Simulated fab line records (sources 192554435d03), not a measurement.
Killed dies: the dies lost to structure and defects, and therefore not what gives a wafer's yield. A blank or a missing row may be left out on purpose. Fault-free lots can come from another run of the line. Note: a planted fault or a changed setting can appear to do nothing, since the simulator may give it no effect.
A lot that was struck, set against a sound lot | flow n5-finfet | 36 out of 1938 route steps
Sound: wafers L160.3, L160.5, L160.6. Struck: wafer L157.6; the same lot's L157.5 was not struck, so it is left out; see the end for the cause.
Per side, at each step with rows, come the tool, then ch with its chambers, and then its first start. Under that, the readings that differ: sound wafers | struck wafers | difference of the means | sigmas: that difference in standard deviations of wafers without a fault.
alike: words and numbers the same on both sides, and readings whose means are apart by under 2 such deviations; not compared: readings that were withheld, readings missing a value for some wafer, numbers with overlapping values and no deviation given by the record, and bounds like >300 which may hide the same value.
The two part at a step that has a row with sigmas, a row that says differs or no value, or rows on one side only. Numbers that have no deviation but don't overlap get no sigmas and don't part them. A reading missing from all wafers of one side parts the sides only when that side holds two or more wafers.

first, 11 steps without rows for these wafers: N5_BEOL_M0_SPUTTER_132 (material Cu, target thk 4 nm, time 7.37 s); N5_BEOL_M0_ANNEAL_133 (time 60 s); N5_BEOL_M0_SPUTTER_134 (material Cu, target thk 4 nm, time 7.37 s); N5_BEOL_M0_ANNEAL_135 (time 60 s); N5_BEOL_M0_SPUTTER_141 (material Cu, target thk 4 nm, time 7.37 s); N5_BEOL_M0_ECD_118 (material Cu, target thk 300 nm); N5_BEOL_M0_ANNEAL_119 (time 90 s); N5_BEOL_M0_CMP_120 (polishes, stops on SiOC, t overpolish 6.9 s); N5_BEOL_M0_PRE_CLEAN_131 (time 15 s); N5_BEOL_M0_CO_CAP_123 (material Co, precursor CCTBA/H2, target thk 2 nm, time 102.1 s); N5_BEOL_M0_PRE_CLEAN_124 (time 15 s).
N5_BEOL_M0_DEP_125: deposits SiCN from 3MS/NH3, target thk 8 nm, time 14 s.
  sound on pecvd-01 ch 0,1,2, day 11 05:16; struck on pecvd-04 ch 2, day 10 06:58
  reading                                   | sound   | struck | difference | sigmas
  model.SiCN_of_BEOL_M0_DEP_125.thk-nm (nm) | 8 8.2 8 | 6      | -2         |
  alike: showerhead-plenum-p-Torr, throttle-valve-pct
then, 22 steps without rows for these wafers: N5_BEOL_M1_ILD_DEP_00 (deposits SiOC from DEMS/O2, target thk 79 nm, time 15.3 s); N5_BEOL_M1_PECVD_72 (deposits SiO2 from TEOS/O2, target thk 16 nm, time 18 s); N5_BEOL_M1_HM_DEP_02 (deposits TiN, target thk 20 nm); N5_BEOL_M1_COAT_61 (time 60 s, resist thk 60 nm); N5_BEOL_M1_COAT_62 (time 60 s, resist thk 12 nm); N5_BEOL_M1_COAT_73 (time 60 s, resist thk 5 nm); N5_BEOL_M1_COAT_05 (resist thk 30 nm); N5_BEOL_M1_EBR_07; N5_BEOL_M1_SOFTBAKE_06 (time 60 s); N5_BEOL_M1_EXPOSE_08 (exposes mask M1); N5_BEOL_M1_PEB_09 (peb time 60 s); N5_BEOL_M1_DEVELOP_10 (develop time 30 s); N5_BEOL_M1_DESCUM_16 (chemistry O2, time 7 s); N5_BEOL_M1_ETCH_74 (etches underlayer in N2/H2, target depth 6.5 nm, time 5.2 s); N5_BEOL_M1_ETCH_63 (etches SiARC in CF4, target depth 15.6 nm, time 26 s); N5_BEOL_M1_ETCH_64 (etches SOC in N2/H2, target depth 75 nm, overetch 15 nm, time 112.5 s); N5_BEOL_M1_STRIP_65 (strips in N2/H2); N5_BEOL_M1_STRIP_75 (strips in N2/H2); N5_BEOL_M1_STRIP_66 (strips in CF4); N5_BEOL_M1_HM_OPEN_17 (chemistry Cl2/BCl3, target TiN, target depth 20 nm, overetch 6 nm); N5_BEOL_M1_STRIP_19 (strips in O2); N5_BEOL_M1_COAT_67 (time 60 s, resist thk 60 nm).
N5_BEOL_M1_CMP_52: polishes, stops on SiOC, t overpolish 6.8 s, target thk 40 nm.
  sound on cmp-01 ch 1,2, day 11 17:17; struck on cmp-04 ch 2, day 10 16:10
  reading                                | sound             | struck | difference | sigmas
  edge-zone-pressure-frac                | 1.004 1.003 1.007 | 0.993  | -0.012     | -2
  model.Cu_of_BEOL_M1_ECD_50.thk-nm (nm) | 37.8 40 39.6      | 37.2   | -1.9       |
  alike: barrier-field-endpoint-s, motor-current-A, overpolish-run-s, time-to-endpoint-s
  not compared: pad-life-wafers
N5_BEOL_M4_RC_MEAS_101:
  sound on prober-02 ch 0, day 13 14:43; struck on prober-02 ch 0, day 12 11:14
  reading   | sound          | struck | difference | sigmas
  VT_P (mV) | -246 -247 -250 | -256   | -8         | -2
  alike: DIBL_N, DIBL_P, IOFF_N, IOFF_P, ION_N, ION_P, SS_N, SS_P, VT_N

== WHERE THEY PART ==
Last at N5_BEOL_M4_RC_MEAS_101 as far as this record goes, first at N5_BEOL_M1_CMP_52.

WHY: the cause the simulator had injected
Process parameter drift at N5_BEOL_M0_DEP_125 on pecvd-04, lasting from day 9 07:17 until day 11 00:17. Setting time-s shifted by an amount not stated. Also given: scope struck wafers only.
